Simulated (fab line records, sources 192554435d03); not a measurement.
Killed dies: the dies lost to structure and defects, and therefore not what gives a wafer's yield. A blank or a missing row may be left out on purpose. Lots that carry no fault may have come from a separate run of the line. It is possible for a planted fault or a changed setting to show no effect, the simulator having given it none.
Chamber matching | flow n5-finfet | rie-diel-03 running N5_BEOL_M0_SAQP_STRIP_86: 4 sister chambers
The step strips in N2/H2. 8 wafers are shown with their chamber, then 12 later ones without.

## WAFERS PAIRED WITH THEIR CHAMBERS
wafer  | chamber | showerhead-plenum-p-Torr (Torr) | throttle-valve-pct (%)
L085.2 | 3       | 3.48                            | 18.7
L087.6 | 0       | 3.28                            | 18.2
L088.2 | 1       | 3.49                            | 19.5
L088.4 | 2       | 3.28                            | 19.0
L088.6 | 0       | 3.28                            | 18.2
L089.2 | 2       | 3.28                            | 19.0
L089.3 | 1       | 3.48                            | 19.6
L089.6 | 3       | 3.47                            | 18.7

## WAFERS WHOSE CHAMBER IS MISSING
wafer  | showerhead-plenum-p-Torr (Torr) | throttle-valve-pct (%)
L092.3 | 3.27                            | 18.3
L092.4 | 3.48                            | 19.6
L092.6 | 3.28                            | 19.0
L094.1 | 3.28                            | 19.0
L094.5 | 3.28                            | 19.0
L094.6 | 3.48                            | 19.6
L095.2 | 3.47                            | 18.8
L095.5 | 3.27                            | 18.3
L095.6 | 3.48                            | 19.6
L096.1 | 3.27                            | 18.3
L096.2 | 3.48                            | 19.6
L096.3 | 3.27                            | 19.0

## EACH ONE'S CHAMBER
wafer  | from the rows above | in truth
L092.3 | 0                   | 0
L092.4 | 1                   | 1
L092.6 | 2                   | 2
L094.1 | 2                   | 2
L094.5 | 2                   | 2
L094.6 | 1                   | 1
L095.2 | 3                   | 3
L095.5 | 0                   | 0
L095.6 | 1                   | 1
L096.1 | 0                   | 0
L096.2 | 1                   | 1
L096.3 | 2                   | 2
Correctly placed: 12 of 12. Not placeable from these rows: 0. Placed wrongly: 0.
How it was worked out, from the rows above alone: a wafer's distance from a chamber is the root of the sum, over the readings, of the square of ((its reading less the chamber's mean) divided by the reading's scatter). If the next closest chamber is less than 2 further off than the closest, the wafer can't be placed; otherwise it belongs to the closest. Each chamber's mean is taken over the wafers shown for it. The scatter: the root of (the sum of the squares of (reading less its chamber's mean) over the shown wafers, divided by (wafers less chambers)).
